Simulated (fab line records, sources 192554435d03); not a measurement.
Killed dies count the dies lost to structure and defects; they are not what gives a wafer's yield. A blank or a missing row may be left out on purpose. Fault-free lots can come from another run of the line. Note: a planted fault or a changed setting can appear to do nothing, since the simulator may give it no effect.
fab line records	flow n5-finfet
[record] lots = 9	wafers = 26	last-day = 17
route steps=1938 shown BEOL_M4@1022 PASSIVATION@1936
lots that met no fault: taken from a fault-free run of the same line
start-h: hours from the record's first day to the start of the lot's first wafer shown	wait-h: hours from the lot's prior step to this one	" identical to the entry in the row above	L1.1+2: one row covering several wafers at once	- value missing, or start not given	* or withheld: withheld	< > ~ a bound
route shown NAME@n: a module of which the file shows steps, and the number in the route of the first	usual: mean/standard deviation taken from wafers without a fault	same: alike in all rows	chamber/n: place in a boat	sites: per-site readings	_std_site: how widely they spread, as a standard deviation	_edge_site: mean of outer sites minus mean of inner sites	radius-mm: how far each site lies from the wafer's centre	mask NAME#n: copy n	behind: tool/chamber where the wafer was last shaped	hold: what put the lot on hold/how long, in hours/how the hold closed	device: the n, p or np transistor that did not switch	end of line: at the end of the route, the tests of the same wafers	step lacking rows: just its recipe	killed: dies lost to structure and defects at the first sort, not the wafer's yield	map: the dies of a wafer, with x for killed, . for not killed, _ for no die there
set.NAME: the setting the step ran with; set.NAME@STEP: the setting that earlier step ran with	model.NAME: the simulator's own value behind a step, which no gauge read
steps of the route over a sample of lots; a table a step, a row a wafer
services: a tool's chamber out of use, with start hour (start-h, from the record's first day; less than 0 if before it), hours out, and reason
[[steps]]
[step N5_BEOL_M4_THK_MEAS_01]
[recipe] reads = SiOC_of_BEOL_M4_ILD_DEP_00
[usual] M4_ILD_THK = 78.7/0.95
lot.wafer	tool	chamber	start-h	wait-h	M4_ILD_THK[nm]
L707.2	film-metro-01	-	153.23	0.1	78.4
L707.3	"	-	"	"	78.6
L707.5	"	-	"	"	80.2
L708.3	film-metro-01	-	156.61	0.1	78.2
L708.4	"	-	"	"	79.3
L708.6	"	-	"	"	80.5
L710.1	film-metro-01	-	172.47	0.0	78.9
L710.3	"	-	"	"	79.1
L710.4	"	-	"	"	80.4
L719.2	film-metro-02	-	228.60	0.1	77.3
L719.3	"	-	"	"	76.6
L719.5	"	-	"	"	79.0
L721.3	film-metro-01	-	236.51	0.1	79.6
L721.4	"	-	"	"	79.3
L720.2	film-metro-02	-	240.13	0.1	77.2
L720.3	"	-	"	"	77.5
L720.4	"	-	"	"	79.9
L724.1	film-metro-02	-	257.26	0.0	78.0
L724.2	"	-	"	"	79.1
L724.5	"	-	"	"	78.7
L726.1	film-metro-01	-	275.39	0.0	78.9
L726.2	"	-	"	"	78.6
L726.3	"	-	"	"	78.3
L730.1	film-metro-01	-	289.74	0.0	77.2
L730.3	"	-	"	"	76.9
L730.6	"	-	"	"	78.1
[step N5_BEOL_M4_ETCH_64]
[recipe] chemistry = N2/H2	target = SOC	target-depth-a = 750	overetch-a = 225	mask-material = SiARC	temp-c = 40	time-s = 121.9	ion-energy-ev = 200	pressure-mtorr = 30	source-w = 840	bias-w = 150	n2-flow-sccm = 200	h2-flow-sccm = 200
[usual] drypump-motor-current-A = 5.9/0.53	oes-product-au = 0.62/0.039	rf-vpp-V = 524.6/2.5	showerhead-plenum-p-Torr = 2.57/0.093	throttle-valve-pct = 17.86/0.28
lot.wafer	tool	chamber	start-h	wait-h	drypump-motor-current-A	oes-product-au	rf-hours-counter-h	rf-vpp-V	showerhead-plenum-p-Torr	throttle-valve-pct
L707.2	rie-diel-06	3	156.25	0.0	6.8	0.68	30	528.9	2.70	17.77
L707.3	"	0	"	"	6.4	0.66	36	527.8	2.69	17.29
L707.5	"	3	"	"	6.8	0.69	-	527.2	2.70	17.77
L708.3	rie-diel-03	1	159.60	0.0	6.6	0.60	111	524.7	2.57	18.32
L708.4	"	2	"	"	5.8	0.59	156	519.3	2.44	17.76
L708.6	"	0	"	"	5.6	0.71	-	526.0	2.60	17.71
L710.1	rie-diel-06	3	175.69	0.0	6.8	0.67	38	528.4	2.70	17.77
L710.3	"	0	"	"	6.4	0.66	44	526.6	2.69	17.31
L710.4	"	1	"	"	5.7	0.67	-	525.5	2.58	17.75
L719.2	rie-diel-01	0	231.05	0.0	5.2	0.61	102	524.0	2.55	17.45
L719.3	"	1	"	"	6.0	0.63	91	520.4	2.45	18.12
L719.5	"	2	"	"	6.2	0.64	-	524.8	2.59	18.03
L721.3	rie-diel-03	2	239.20	0.0	5.8	0.57	179	522.7	2.43	17.79
L721.4	"	1	"	"	6.6	0.59	135	523.2	2.56	18.36
L720.2	rie-diel-01	0	242.20	0.0	5.2	0.61	107	525.0	2.55	17.48
L720.3	"	3	"	"	5.5	0.59	118	523.5	2.55	18.20
L720.4	"	1	"	"	6.1	0.63	97	521.4	2.45	18.13
L724.1	rie-diel-03	2	258.44	0.0	5.8	0.58	184	520.7	2.43	17.82
L724.2	"	3	"	"	5.3	0.63	90	527.3	2.69	18.12
L724.5	"	2	"	"	5.8	0.57	-	520.7	2.43	17.81
L726.1	rie-diel-01	1	278.69	0.0	6.0	0.62	108	522.6	2.44	18.16
L726.2	"	3	"	"	5.5	0.58	129	523.5	2.55	18.21
L726.3	"	0	"	"	5.3	0.60	117	524.6	2.55	17.49
L730.1	rie-diel-06	1	291.61	0.0	5.7	0.63	93	524.9	2.56	17.82
L730.3	"	3	"	"	6.8	0.62	81	527.9	2.68	17.85
L730.6	"	1	"	"	5.7	0.63	-	524.7	2.56	17.84
[step N5_BEOL_M4_COAT_76]
[recipe] resist = underlayer	temp-c = 205	time-s = 60	spin-rpm = 1500	resist-thk-nm = 5
[usual] dispense-pressure-kPa = 52/3.6	plate-temp-C = 205.03/0.15	resist-line-temp-C = 22.99/0.11	spin-speed-rpm = 1500.2/0.97
lot.wafer	tool	chamber	start-h	wait-h	dispense-pressure-kPa	plate-temp-C	resist-line-temp-C	spin-speed-rpm
L707.2	litho-track-03	0	156.64	-	51	204.97	23.00	1501.6
L707.3	"	0	"	"	51	204.96	22.92	1502.0
L707.5	"	0	"	"	51	204.73	23.13	1499.0
L708.3	litho-track-02	0	159.99	-	57	205.09	23.06	1500.5
L708.4	"	0	"	"	57	205.07	22.97	1499.0
L708.6	"	0	"	"	57	205.18	23.03	1499.5
L710.1	litho-track-01	0	176.12	-	48	205.00	23.07	1500.1
L710.3	"	0	"	"	48	204.86	23.07	1499.9
L710.4	"	0	"	"	48	205.09	23.05	1499.6
L719.2	litho-track-03	0	231.53	-	51	204.87	22.93	1302.8
L719.3	"	0	"	"	51	204.89	22.91	1303.3
L719.5	"	0	"	"	51	204.94	22.97	1304.8
L721.3	litho-track-03	0	239.60	-	51	205.06	23.04	1303.6
L721.4	"	0	"	"	51	204.94	22.86	1304.4
L720.2	litho-track-01	0	242.66	-	48	204.73	22.98	1500.2
L720.3	"	0	"	"	48	204.76	22.88	1502.0
L720.4	"	0	"	"	48	204.74	22.85	1500.5
L724.1	litho-track-02	0	258.89	-	57	205.25	22.95	1499.3
L724.2	"	0	"	"	57	204.90	22.93	1499.2
L724.5	"	0	"	"	57	204.86	23.03	1500.7
L726.1	litho-track-01	0	279.09	-	48	205.11	22.97	1500.5
L726.2	"	0	"	"	48	205.14	22.83	1499.9
L726.3	"	0	"	"	48	204.95	23.10	1501.4
L730.1	litho-track-02	0	292.00	-	57	205.22	22.94	1500.4
L730.3	"	0	"	"	57	205.31	22.89	1498.2
L730.6	"	0	"	"	57	204.85	22.90	1498.4
[step N5_BEOL_M4_CD_MEAS_28]
[recipe] target-cd-nm = 26.2	landing-energy-ev = 500	detector = se-inlens	target-cd-y-nm = 24.1	polarity = opening
[usual] cd-nm = 26.18/0.24
lot.wafer	tool	chamber	start-h	wait-h	cd-nm
L707.2	cd-sem-01	0	157.05	-	26.24
L707.3	"	0	"	"	26.53
L707.5	"	0	"	"	26.42
L708.3	cd-sem-01	0	160.27	-	26.46
L708.4	"	0	"	"	25.87
L708.6	"	0	"	"	26.46
L710.1	cd-sem-03	0	176.40	-	25.87
L710.3	"	0	"	"	25.80
L710.4	"	0	"	"	25.64
L719.2	cd-sem-03	0	231.81	-	26.28
L719.3	"	0	"	"	26.38
L719.5	"	0	"	"	26.49
L721.3	cd-sem-01	0	240.00	-	26.31
L721.4	"	0	"	"	25.80
L720.2	cd-sem-03	0	242.98	-	26.30
L720.3	"	0	"	"	26.61
L720.4	"	0	"	"	26.28
L724.1	cd-sem-03	0	259.29	-	25.53
L724.2	"	0	"	"	25.69
L724.5	"	0	"	"	26.03
L726.1	cd-sem-03	0	279.36	-	26.29
L726.2	"	0	"	"	26.44
L726.3	"	0	"	"	26.04
L730.1	cd-sem-03	0	292.41	-	26.29
L730.3	"	0	"	"	25.80
L730.6	"	0	"	"	26.16
[step N5_BEOL_M4_ETCH_77]
[recipe] chemistry = N2/H2	target = underlayer	target-depth-a = 65	mask-material = CAR-EUV	time-s = 5.2	ion-energy-ev = 200	pressure-mtorr = 30	source-w = 840	bias-w = 150	n2-flow-sccm = 200	h2-flow-sccm = 200	ends = cleared
[usual] drypump-motor-current-A = 5.9/0.55	etch-rf-on-time-s = 5.19/0.12	oes-product-au = 0.70/0.045	rf-vpp-V = 524.5/2.7	showerhead-plenum-p-Torr = 2.57/0.094	throttle-valve-pct = 17.91/0.28
lot.wafer	tool	chamber	start-h	wait-h	drypump-motor-current-A	etch-rf-on-time-s	oes-product-au	rf-hours-counter-h	rf-vpp-V	showerhead-plenum-p-Torr	throttle-valve-pct
L707.2	rie-diel-03	3	157.20	0.0	5.3	5.05	0.73	62	527.8	2.71	18.12
L707.3	"	0	"	"	5.6	5.46	0.77	11	526.1	2.60	17.76
L707.5	"	2	"	"	5.8	5.15	0.67	-	523.2	2.44	17.82
L708.3	rie-diel-01	2	160.87	0.0	6.3	5.28	0.75	30	526.7	2.60	18.00
L708.4	"	3	"	"	5.5	5.22	0.69	86	524.0	2.57	18.21
L708.6	"	1	"	"	6.0	5.10	0.74	-	519.5	2.46	18.13
L710.1	rie-diel-06	1	177.93	0.0	5.7	5.09	0.76	53	526.6	2.58	17.78
L710.3	"	0	"	"	6.4	5.24	0.72	46	527.2	2.69	17.33
L710.4	"	0	"	"	6.4	5.25	0.73	-	528.6	2.69	17.34
L719.2	rie-diel-06	0	232.17	0.0	6.4	5.60	0.72	66	527.8	2.68	17.40
L719.3	"	1	"	"	5.7	5.40	0.74	72	523.5	2.57	17.85
L719.5	"	2	"	"	5.1	5.58	0.61	-	521.4	2.43	18.01
L721.3	rie-diel-01	3	240.16	0.0	5.5	5.69	0.66	118	523.2	2.55	18.26
L721.4	"	1	"	"	6.0	5.50	0.71	96	520.9	2.45	18.19
L720.2	rie-diel-01	2	243.14	0.0	6.3	5.31	0.70	59	525.2	2.59	18.07
L720.3	"	3	"	"	5.5	5.37	0.66	119	523.3	2.55	18.24
L720.4	"	0	"	"	5.2	5.23	0.68	107	524.6	2.55	17.51
L724.1	rie-diel-06	3	259.46	0.0	6.8	5.11	0.71	70	527.0	2.68	17.87
L724.2	"	1	"	"	5.7	5.01	0.73	82	522.8	2.57	17.85
L724.5	"	0	"	"	6.4	5.21	0.70	-	526.5	2.67	17.40
L726.1	rie-diel-01	0	279.58	0.0	5.2	5.25	0.68	118	525.5	2.55	17.50
L726.2	"	1	"	"	6.0	5.10	0.71	108	520.4	2.44	18.20
L726.3	"	2	"	"	6.3	5.20	0.70	70	524.4	2.58	18.08
L730.1	rie-diel-01	3	292.57	0.0	5.5	5.25	0.65	135	522.7	2.54	18.27
L730.3	"	1	"	"	6.0	5.15	0.69	113	521.8	2.44	18.20
L730.6	"	1	"	"	6.0	5.13	0.70	-	519.0	2.44	18.22
[step N5_BEOL_M4_RC_MEAS_101]
[usual] DIBL_N = 37.2/1.8	DIBL_P = 37.5/2.5	IOFF_N = 0.17/0.038	IOFF_P = 0.24/0.046	ION_N = 681/13	ION_P = 469/8.5	SS_N = 71.7/0.6	SS_P = 73.6/0.69	VT_N = 249/3.4	VT_P = -248/3.6
lot.wafer	tool	chamber	start-h	wait-h	DIBL_N[mV/V]	DIBL_P[mV/V]	IOFF_N[nA/um]	IOFF_P[nA/um]	ION_N[uA/um]	ION_P[uA/um]	SS_N[mV/dec]	SS_P[mV/dec]	VT_N[mV]	VT_P[mV]
L707.2	prober-01	0	163.31	0.2	37.7	36.6	0.20	0.28	690	478	72.4	73.8	248	-245
L707.3	"	0	"	"	37.1	35.3	0.16	0.25	673	466	71.7	73.3	251	-246
L707.5	"	0	"	"	34.6	33.2	0.14	0.22	667	463	70.9	72.3	252	-245
L708.3	prober-02	0	167.15	0.3	34.2	33.7	0.12	0.18	651	450	70.9	72.6	255	-254
L708.4	"	0	"	"	35.2	34.3	0.14	0.20	661	456	71.7	73.1	253	-250
L708.6	"	0	"	"	36.5	36.2	0.16	0.23	690	474	71.4	73.9	248	-247
L710.1	prober-01	0	183.60	0.0	39.9	42.1	0.24	0.28	695	472	71.9	73.5	246	-249
L710.3	"	0	"	"	36.9	37.2	0.15	0.19	686	467	71.3	72.6	251	-255
L710.4	"	0	"	"	38.6	39.4	0.19	0.21	673	454	71.7	73.9	249	-253
L719.2	prober-02	0	238.47	0.5	39.4	40.3	0.22	0.27	695	469	72.3	74.3	248	-247
L719.3	"	0	"	"	38.4	38.3	0.18	0.24	674	462	72.2	73.6	249	-249
L719.5	"	0	"	"	37.4	37.8	0.16	0.22	673	463	71.8	73.6	251	-248
L721.3	prober-01	0	254.62	0.3	37.1	37.0	0.17	0.25	683	470	72.0	74.0	250	-248
L721.4	"	0	"	"	37.5	36.9	0.17	0.23	666	462	72.2	73.9	249	-252
L720.2	prober-02	0	257.47	0.2	38.1	40.0	0.18	0.27	676	478	72.0	74.1	250	-246
L720.3	"	0	"	"	38.5	39.9	0.20	0.26	701	482	71.7	73.7	247	-248
L720.4	"	0	"	"	37.0	38.8	0.17	0.24	681	472	71.8	74.0	249	-247
L724.1	prober-01	0	269.45	0.0	34.8	36.4	0.14	0.19	661	455	71.1	73.7	252	-253
L724.2	"	0	"	"	34.9	35.9	0.14	0.19	652	452	71.2	73.2	251	-251
L724.5	"	0	"	"	36.9	38.6	0.18	0.25	671	465	71.7	73.7	250	-248
L726.1	prober-01	0	287.41	0.0	38.9	39.5	0.22	0.26	695	470	71.4	74.0	245	-247
L726.2	"	0	"	"	35.8	36.2	0.16	0.19	689	469	71.1	73.5	249	-251
L726.3	"	0	"	"	42.4	43.9	0.31	0.34	697	474	73.4	75.2	241	-245
L730.1	prober-02	0	298.39	0.0	36.8	36.5	0.16	0.23	674	467	72.0	72.8	250	-247
L730.3	"	0	"	"	37.9	38.9	0.18	0.25	683	465	71.8	73.7	247	-248
L730.6	"	0	"	"	37.2	37.1	0.15	0.23	671	462	72.8	73.4	253	-248
[step N5_PASSIVATION_PROBE_49]
[usual] defect-limited-yield = 91.2/1.4	killed_at_M0_to_M3 = 32/10	killed_at_M4_up = 14/6.2	killed-at-contacts = 12/6.3	killed-at-front-end = 42/13	killed-at-other = 4/3.4	killed-dies = 104/17	killed-open = 67/12	killed-short = 34/8.1	sort_bin_4_leakage = 0.02/0.13	sort_bin_5_function = 5.2/0.93	sort_bin_6_memory = 3.2/0.65	sort-n-pass = 1075/16	sort-yield-pct = 91.1/1.4
[same] gross-dies = 1180	killed-at-back-side = 0	sort_bin_8_speed[%] = 0
lot.wafer	tool	chamber	start-h	wait-h	defect-limited-yield[%]	killed_at_M0_to_M3	killed_at_M4_up	killed-at-contacts	killed-at-front-end	killed-at-other	killed-dies	killed-open	killed-short	sort_bin_4_leakage[%]	sort_bin_5_function[%]	sort_bin_6_memory[%]	sort-n-pass	sort-yield-pct[%]
L707.2	prober-01	-	264.61	0.2	91.1	33	17	12	42	1	105	69	30	0	5.4	2.7	1075	91.1
L707.3	prober-01	-	264.66	0.2	90.1	44	11	18	43	1	117	83	29	0	6.4	3.0	1063	90.1
L707.5	prober-01	-	264.76	0.3	91.7	41	14	12	28	3	98	67	29	0	4.7	3.4	1082	91.7
L708.3	prober-01	-	266.53	0.1	88.6	45	20	20	45	5	135	88	44	0	6.2	4.7	1045	88.6
L708.4	prober-01	-	266.58	0.2	92.7	22	21	12	31	0	86	54	31	0	4.3	2.7	1094	92.7
L708.6	prober-01	-	266.68	0.3	89.7	35	21	20	40	6	122	82	40	0	5.9	4.0	1058	89.7
L710.1	prober-02	-	288.64	0.2	93.8	23	12	7	27	4	73	48	24	0.08	3.1	3.0	1106	93.7
L710.3	prober-02	-	288.74	0.3	91.5	27	11	6	55	1	100	58	42	0	6.0	2.1	1080	91.5
L710.4	prober-02	-	288.79	0.3	92.6	40	8	6	28	5	87	57	28	0	4.7	2.4	1093	92.6
L719.2	prober-01	-	349.50	0.1	90.3	29	11	10	58	6	114	70	42	0	6.0	3.1	1066	90.3
L719.3	prober-01	-	349.55	0.1	87.7	31	17	12	75	10	145	88	44	0	6.7	4.6	1035	87.7
L719.5	prober-01	-	349.65	0.2	88.6	43	14	17	57	3	134	80	49	0	6.1	4.8	1046	88.6
L721.3	prober-01	-	350.44	0.1	87.8	70	20	21	33	0	144	103	41	0	7.2	4.5	1036	87.8
L721.4	prober-01	-	350.49	0.2	90.3	39	21	12	41	2	115	77	36	0	5.3	4.0	1065	90.3
L720.2	prober-02	-	354.94	0.1	89.5	19	6	26	72	1	124	87	37	0	6.7	3.4	1056	89.5
L720.3	prober-02	-	354.99	0.1	86.8	35	16	5	96	4	156	86	65	0	8.2	4.4	1024	86.8
L720.4	prober-02	-	355.04	0.2	91.5	26	11	16	46	1	100	61	38	0	4.6	3.5	1080	91.5
L724.1	prober-01	-	367.54	0.0	92.5	22	27	12	24	4	89	61	28	0	4.7	2.6	1091	92.5
L724.2	prober-01	-	367.59	0.1	93.6	16	11	8	40	1	76	45	30	0	3.6	2.5	1104	93.6
L724.5	prober-01	-	367.74	0.2	91.3	32	11	8	48	4	103	69	34	0	4.8	3.4	1077	91.3
L726.1	prober-01	-	388.66	0.0	92.5	29	10	8	36	6	89	58	29	0	4.2	3.2	1091	92.5
L726.2	prober-01	-	388.71	0.1	91.9	34	18	16	23	4	95	64	30	0	4.8	3.1	1085	91.9
L726.3	prober-01	-	388.76	0.1	91.5	42	18	6	32	2	100	69	25	0.68	5.0	3.0	1072	90.8
L730.1	prober-02	-	402.33	0.0	92.7	26	9	6	33	12	86	60	26	0	4.5	2.5	1094	92.7
L730.3	prober-02	-	402.43	0.1	93.2	23	10	6	32	9	80	61	19	0	4.2	2.5	1100	93.2
L730.6	prober-02	-	402.58	0.3	91.4	28	5	1	51	17	102	56	43	0	4.7	3.4	1078	91.4
// killed by level:class
L707.2 MOL_CONTACT_COAG:geometric-particle:open=10 BEOL_M4:geometric-particle:open=9 FIN_SAQP:geometric-particle:open=7 BEOL_M0_SAQP:geometric-particle:open=7 STI_FIN_REVEAL:geometric-particle:open=6 HKMG_FIN:area-etch=6 FIN_SAQP:geometric-particle:short=5 BEOL_M1:geometric-particle:open=5
L707.3 MOL_CONTACT_COAG:geometric-particle:open=17 BEOL_M0_SAQP:geometric-particle:open=11 BEOL_M0_SAQP:geometric-particle:short=10 STI_FIN_REVEAL:geometric-particle:open=9 BEOL_M3:geometric-particle:open=9 DUMMY_GATE:geometric-particle:open=7 FIN_SAQP:geometric-particle:short=5 BEOL_M1:geometric-particle:open=5
L707.5 BEOL_M0_SAQP:geometric-particle:open=13 MOL_CONTACT_COAG:geometric-particle:open=9 BEOL_M1:geometric-particle:open=8 BEOL_M0_SAQP:geometric-particle:short=7 BEOL_M3:geometric-particle:open=7 BEOL_M4:geometric-particle:open=6 STI_FIN_REVEAL:geometric-particle:open=5 STARTING-WAFER:geometric-particle:short=5
L708.3 MOL_CONTACT_COAG:geometric-particle:open=16 STI_FIN_REVEAL:geometric-particle:open=16 BEOL_M0_SAQP:geometric-particle:short=10 BEOL_M0_SAQP:geometric-particle:open=8 BEOL_M2:geometric-particle:open=8 BEOL_M4:geometric-particle:open=7 FIN_SAQP:geometric-particle:short=6 STI_FIN_REVEAL:geometric-particle:short=6
L708.4 MOL_CONTACT_COAG:geometric-particle:open=11 FIN_SAQP:geometric-particle:short=9 BEOL_M1:geometric-particle:open=7 BEOL_M4:geometric-particle:open=7 FIN_SAQP:geometric-particle:open=6 STI_FIN_REVEAL:geometric-particle:open=4 BEOL_M0_SAQP:geometric-particle:short=4 BEOL_M6:geometric-particle:open=4
L708.6 STI_FIN_REVEAL:geometric-particle:open=16 MOL_CONTACT_COAG:geometric-particle:open=14 BEOL_M4:geometric-particle:open=14 BEOL_M0_SAQP:geometric-particle:open=11 BEOL_M0_SAQP:geometric-particle:short=9 BEOL_M1:geometric-particle:open=7 MOL_CONTACT_COAG:geometric-particle:short=6 GATE_CUT:geometric-particle:short=4
L710.1 STI_FIN_REVEAL:geometric-particle:open=7 MOL_CONTACT_COAG:geometric-particle:open=6 BEOL_M3:geometric-particle:open=6 BEOL_M0_SAQP:geometric-particle:short=5 BEOL_M2:geometric-particle:open=5 BEOL_M0_SAQP:geometric-particle:open=4 BEOL_M4:geometric-particle:open=4 FIN_SAQP:geometric-particle:short=3
L710.3 FIN_SAQP:geometric-particle:short=18 GATE_CUT:geometric-particle:short=9 FIN_SAQP:geometric-particle:open=7 MOL_CONTACT_COAG:geometric-particle:open=6 BEOL_M0_SAQP:geometric-particle:short=6 BEOL_M1:geometric-particle:open=6 ILD0:geometric-particle:open=5 BEOL_M0_SAQP:geometric-particle:open=5
L710.4 BEOL_M2:geometric-particle:open=17 BEOL_M0_SAQP:geometric-particle:short=6 BEOL_M1:geometric-particle:open=6 FIN_SAQP:geometric-particle:short=5 GATE_CUT:geometric-particle:short=5 MOL_CONTACT_COAG:geometric-particle:open=5 FIN_SAQP:geometric-particle:open=4 BEOL_M0_SAQP:geometric-particle:open=3
L719.2 FIN_SAQP:geometric-particle:open=23 FIN_SAQP:geometric-particle:short=11 MOL_CONTACT_COAG:geometric-particle:open=7 BEOL_M0_SAQP:geometric-particle:short=7 BEOL_M0_SAQP:geometric-particle:open=6 STI_FIN_REVEAL:geometric-particle:open=6 BEOL_M1:geometric-particle:open=5 ILD0:geometric-particle:open=4
L719.3 STI_FIN_REVEAL:geometric-particle:open=17 FIN_SAQP:geometric-particle:short=16 MOL_CONTACT_COAG:geometric-particle:open=11 FIN_SAQP:geometric-particle:open=9 BEOL_M3:geometric-particle:open=9 HKMG_FIN:area-etch=8 GATE_CUT:geometric-particle:short=6 BEOL_M0:geometric-particle:open=6
L719.5 STI_FIN_REVEAL:geometric-particle:open=11 FIN_SAQP:geometric-particle:open=10 MOL_CONTACT_COAG:geometric-particle:open=10 BEOL_M0_SAQP:geometric-particle:short=9 BEOL_M0_SAQP:geometric-particle:open=9 BEOL_M1:geometric-particle:open=9 BEOL_M4:geometric-particle:open=9 STI_FIN_REVEAL:geometric-particle:short=7
L721.3 BEOL_M1:geometric-particle:open=32 MOL_CONTACT_COAG:geometric-particle:short=11 MOL_CONTACT_COAG:geometric-particle:open=10 BEOL_M0_SAQP:geometric-particle:open=9 BEOL_M2:geometric-particle:open=8 FIN_SAQP:geometric-particle:open=7 BEOL_M4:geometric-particle:open=7 BEOL_M0_SAQP:geometric-particle:short=7
L721.4 BEOL_M1:geometric-particle:open=12 FIN_SAQP:geometric-particle:short=10 DUMMY_GATE:geometric-particle:open=7 MOL_CONTACT_COAG:geometric-particle:open=7 BEOL_M2:geometric-particle:open=7 BEOL_M0_SAQP:geometric-particle:open=6 FIN_SAQP:geometric-particle:open=5 MOL_CONTACT_COAG:geometric-particle:short=5
L720.2 STI_FIN_REVEAL:geometric-particle:open=24 MOL_CONTACT_COAG:geometric-particle:open=23 FIN_SAQP:geometric-particle:short=15 FIN_SAQP:geometric-particle:open=13 BEOL_M2:geometric-particle:open=6 ILD0:geometric-particle:open=5 GATE_CUT:geometric-particle:open=5 BEOL_M2:geometric-particle:short=4
L720.3 FIN_SAQP:geometric-particle:short=30 FIN_SAQP:geometric-particle:open=23 STI_FIN_REVEAL:geometric-particle:open=21 BEOL_M2:geometric-particle:open=8 BEOL_M0_SAQP:geometric-particle:open=7 BEOL_M2:geometric-particle:short=5 GATE_CUT:geometric-particle:short=4 STI_FIN_REVEAL:geometric-particle:short=4
L720.4 FIN_SAQP:geometric-particle:short=12 STI_FIN_REVEAL:geometric-particle:open=11 FIN_SAQP:geometric-particle:open=10 MOL_CONTACT_COAG:geometric-particle:open=10 BEOL_M2:geometric-particle:open=7 MOL_CONTACT_COAG:geometric-particle:short=6 BEOL_M0_SAQP:geometric-particle:short=6 BEOL_M4:geometric-particle:open=6
L724.1 MOL_CONTACT_COAG:geometric-particle:open=7 BEOL_M4:geometric-particle:open=7 BEOL_M6:geometric-particle:open=6 MOL_CONTACT_COAG:geometric-particle:short=5 BEOL_M0_SAQP:geometric-particle:open=5 BEOL_M0_SAQP:geometric-particle:short=5 BEOL_M2:geometric-particle:open=5 BEOL_M5:geometric-particle:open=5
L724.2 FIN_SAQP:geometric-particle:open=11 FIN_SAQP:geometric-particle:short=7 MOL_CONTACT_COAG:geometric-particle:open=7 BEOL_M0_SAQP:geometric-particle:short=4 BEOL_M0_SAQP:geometric-particle:open=4 BEOL_M4:geometric-particle:open=4 STARTING-WAFER:geometric-particle:short=4 GATE_CUT:geometric-particle:open=3
L724.5 FIN_SAQP:geometric-particle:open=13 STI_FIN_REVEAL:geometric-particle:open=9 BEOL_M3:geometric-particle:open=8 MOL_CONTACT_COAG:geometric-particle:open=7 BEOL_M0_SAQP:geometric-particle:short=5 BEOL_M0_SAQP:geometric-particle:open=5 FIN_SAQP:geometric-particle:short=4 GATE_CUT:geometric-particle:short=4
L726.1 FIN_SAQP:geometric-particle:short=8 BEOL_M1:geometric-particle:open=8 FIN_SAQP:geometric-particle:open=7 BEOL_M2:geometric-particle:open=6 MOL_CONTACT_COAG:geometric-particle:open=5 BEOL_M4:geometric-particle:open=5 STARTING-WAFER:geometric-particle:open=5 ILD0:geometric-particle:open=4
L726.2 BEOL_M0_SAQP:geometric-particle:open=10 MOL_CONTACT_COAG:geometric-particle:open=9 FIN_SAQP:geometric-particle:open=7 MOL_CONTACT_COAG:geometric-particle:short=7 GATE_CUT:geometric-particle:short=6 BEOL_M0_SAQP:geometric-particle:short=6 BEOL_M1:geometric-particle:open=6 BEOL_M2:geometric-particle:open=6
L726.3 BEOL_M0_SAQP:geometric-particle:open=11 BEOL_M1:geometric-particle:open=10 BEOL_M4:geometric-particle:open=8 BEOL_M2:geometric-particle:open=7 DUMMY_GATE:geometric-particle:open=5 GATE_CUT:geometric-particle:short=5 MOL_CONTACT_COAG:geometric-particle:open=5 BEOL_M0_SAQP:geometric-particle:short=4
L730.1 STI_FIN_REVEAL:geometric-particle:open=11 BEOL_M4:geometric-particle:open=7 FIN_SAQP:geometric-particle:short=6 BEOL_M2:geometric-particle:open=6 BEOL_M0_SAQP:geometric-particle:open=5 BEOL_M1:geometric-particle:open=5 BEOL_M0:geometric-particle:open=4 FIN_SAQP:geometric-particle:open=3
L730.3 BEOL_M0_SAQP:geometric-particle:open=7 BEOL_M1:geometric-particle:open=7 STI_FIN_REVEAL:geometric-particle:open=6 MOL_CONTACT_COAG:geometric-particle:open=6 FIN_SAQP:geometric-particle:open=5 GATE_CUT:geometric-particle:short=5 DUMMY_GATE:geometric-particle:open=4 GATE_CUT:geometric-particle:open=4
L730.6 FIN_SAQP:geometric-particle:open=11 BEOL_M0_SAQP:geometric-particle:short=11 BEOL_M0_SAQP:geometric-particle:open=11 PAD_METAL:geometric-particle:short=10 FIN_SAQP:geometric-particle:short=9 DUMMY_GATE:geometric-particle:open=6 STI_FIN_REVEAL:geometric-particle:open=5 STARTING-WAFER:geometric-particle:open=5
[[services]]
tool	chamber	start-h	hours	kind
rie-diel-06	-	142.82	4.3	pm
rie-diel-03	1	153.56	4.8	repair
rie-diel-03	-	167.43	14.6	pm
rie-diel-06	-	182.72	0.3	repair
litho-track-02	-	187.17	-	consumable-replace:filter
rie-diel-03	-	189.91	1.7	repair
rie-diel-03	1	275.76	6.8	repair
[[key]]
[first-sign] step = N5_BEOL_M4_COAT_76	reading = spin-speed-rpm	direction = down	sigmas = 99+	usual = *	struck = *
[effect] step = N5_BEOL_M4_ETCH_77	reading = etch-rf-on-time-s	direction = up	sigmas = 2.9	usual = *	struck = *
met-at N5_BEOL_M4_COAT_76
struck-lots L719,L721
not-acting-at N5_BEOL_M4_THK_MEAS_01,N5_BEOL_M4_ETCH_64,N5_BEOL_M4_CD_MEAS_28
onset-between 156.64 231.53
[fault] kind = process-parameter-drift	tool = litho-track-03	chamber = -	onset-h = 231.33	steps = N5_BEOL_M4_COAT_76	channel = spin-rpm	offset = *	shape = step	end-h = 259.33	acts-in = *	stated = *
